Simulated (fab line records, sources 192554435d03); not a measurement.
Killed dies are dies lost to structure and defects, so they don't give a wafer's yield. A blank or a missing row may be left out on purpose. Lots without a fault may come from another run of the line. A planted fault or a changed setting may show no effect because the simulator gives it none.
A struck lot beside a sound one | flow n5_finfet | 16 steps out of a route of 1938
Sound: wafers L999.1, L999.2, L999.5. Struck: wafer L115.3. (L115.2 of the same lot was not struck and is left out.) The cause comes at the end.
At each step with rows: each side's tool, then ch and its chambers, then its first start. Under that, the readings that differ: sound wafers | struck wafers | difference of the means | sigmas: that difference in standard deviations of wafers without a fault.
alike: readings whose means differ by less than 2 such deviations, and words and numbers that are the same on both sides. not compared: withheld readings, readings that some wafer has no value for, bounds like >300 that may hide the same value, and numbers for which the record gives no deviation and whose values overlap.
The two part at a step that has a row with sigmas, a row that says differs or no value, or rows on one side only. Numbers that don't overlap but have no deviation are shown without sigmas and don't part them. A reading that every wafer of one side lacks parts them only if that side has two wafers or more.

first, 8 steps without rows for these wafers: N5_SD_EPI_N_COAT_32 (time 60 s, resist thk 350 nm); N5_SD_EPI_N_COAT_33 (time 60 s, resist thk 35 nm); N5_SD_EPI_N_COAT_03 (resist thk 150 nm); N5_SD_EPI_N_EBR_05; N5_SD_EPI_N_SOFTBAKE_04 (time 60 s); N5_SD_EPI_N_EXPOSE_06 (exposes mask SD N BLK, target cd 120 nm); N5_SD_EPI_N_PEB_07 (peb time 60 s); N5_SD_EPI_N_DEVELOP_08 (develop time 30 s).
N5_SD_EPI_N_CD_MEAS_09: target cd 120 nm.
  sound on cd_sem-03 ch 0, day 3 11:35; struck on cd_sem-03 ch 0, day 7 13:26
  alike: cd_nm
N5_SD_EPI_N_OVL_MEAS_10:
  sound on overlay-02 ch 0, day 3 11:37; struck on overlay-01 ch 0, day 7 13:28
  alike: SD_N_BLK_OVL
N5_SD_EPI_N_INSPECT_11: inspects for defects (macro).
  sound on defect_inspect-02, day 3 11:38; struck on defect_inspect-01, day 7 13:29
  alike: raw_defect_count
N5_SD_EPI_N_DESCUM_14: chemistry O2, time 7.9 s.
  sound on rie_diel-01 ch 0,1,3, day 3 11:40; struck on rie_diel-01 ch 3, day 7 13:31
  reading    | sound             | struck | difference | sigmas
  temp_c (C) | 40.12 40.12 40.07 | 39.86  | -0.24      | -2
  alike: drypump_motor_current_A, oes_product_au, rf_fwd_power_W, rf_vpp_V, showerhead_plenum_p_Torr, throttle_valve_pct
  not compared: rf_hours_counter_h
N5_SD_EPI_N_ETCH_34: etches SiARC in CF4, target depth 45.5 nm, time 75.8 s.
  sound on rie_diel-01 ch 0,1,3, day 3 11:43; struck on rie_diel-01 ch 3, day 7 13:33
  reading               | sound          | struck | difference | sigmas
  etch_rf_on_time_s (s) | 74.7 74.9 74.7 | 108.8  | +34.0      | +31
  oes_product_au (a.u.) | 0.62 0.67 0.86 | 0.55   | -0.17      | -3
  alike: drypump_motor_current_A, rf_vpp_V, showerhead_plenum_p_Torr, throttle_valve_pct
  not compared: rf_fwd_power_W, rf_hours_counter_h
N5_SD_EPI_N_ETCH_35: etches SOC in N2/H2, overetch 108 nm, time 486 s.
  sound on rie_diel-01 ch 0,1,3, day 3 11:46; struck on rie_diel-01 ch 3, day 7 13:37
  alike: drypump_motor_current_A, n2_flow_sccm, oes_product_au, rf_fwd_power_W, rf_vpp_V, showerhead_plenum_p_Torr, temp_c, throttle_valve_pct
  not compared: rf_hours_counter_h
-- the record jumps here: 5 days lie between the struck wafers' starts before and after (it left off in module SD_EPI_N and takes up again in module BEOL_M4, whose first step shown is number 1111 of the route) --
N5_BEOL_M4_RC_MEAS_101:
  sound on prober-01 ch 0, day 8 15:10; struck on prober-01 ch 0, day 12 18:50
  reading       | sound       | struck | difference | sigmas
  ION_N (uA/um) | 667 674 661 | 684    | +17        | +2
  alike: DIBL_N, DIBL_P, IOFF_N, IOFF_P, ION_P, SS_N, SS_P, VT_N, VT_P
then, 1 step without rows for these wafers: N5_PASSIVATION_PROBE_49.

WHERE THEY PART
First at N5_SD_EPI_N_DESCUM_14; last, within this record, at N5_BEOL_M4_RC_MEAS_101.

WHY: what the simulator had put in
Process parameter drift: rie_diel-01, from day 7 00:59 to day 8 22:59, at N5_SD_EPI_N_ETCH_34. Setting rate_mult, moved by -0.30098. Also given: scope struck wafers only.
